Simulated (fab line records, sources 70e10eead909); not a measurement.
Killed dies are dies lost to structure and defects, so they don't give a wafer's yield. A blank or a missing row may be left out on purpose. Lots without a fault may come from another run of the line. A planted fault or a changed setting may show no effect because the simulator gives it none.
Chamber matching | flow nand_harc | NHARC_A_CHANNEL_FILL_D2_ALD_25 on ald_hk-01: 4 sister chambers
The step deposits SiOx, target thk 60 nm, pulse time 10 s, ald cycles 600. 4 wafers are shown with their chamber, then 9 later ones without.

WAFERS WITH THEIR CHAMBER
wafer  | chamber | heater_power_w (W)
L085.2 | 3       | 459
L086.3 | 2       | 429
L086.4 | 1       | 566
L086.5 | 0       | 454

WAFERS WITHOUT THEIR CHAMBER
wafer  | heater_power_w (W)
L089.2 | 440
L089.1 | 562
L089.3 | 448
L093.3 | 436
L093.5 | 567
L093.6 | 441
L096.1 | 452
L096.2 | 454
L096.3 | 576

WHICH CHAMBER EACH WENT THROUGH
wafer  | from the rows above          | in truth
L089.2 | can't be placed: 2 or 0 or 3 | 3
L089.1 | 1                            | 1
L089.3 | can't be placed: 0 or 3 or 2 | 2
L093.3 | can't be placed: 2 or 0      | 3
L093.5 | 1                            | 1
L093.6 | can't be placed: 2 or 0 or 3 | 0
L096.1 | can't be placed: 0 or 3      | 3
L096.2 | can't be placed: 0 or 3      | 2
L096.3 | 1                            | 1
Placed correctly: 3 of 9. Can't be placed from these rows: 6 (the true chamber is among the candidates in 4). Placed wrongly: 0.
How it was worked out, from the rows above alone: a wafer's distance from a chamber is the root of the sum, over the readings, of the square of ((its reading less the chamber's mean) divided by the reading's scatter). The wafer belongs to the nearest chamber; if the next one is less than 2 further off, it can't be placed. A chamber's mean is the mean of its shown wafers. The scatter: with one shown wafer a chamber, the root of the mean of the squares of how far each hidden wafer lies from its nearest shown one.
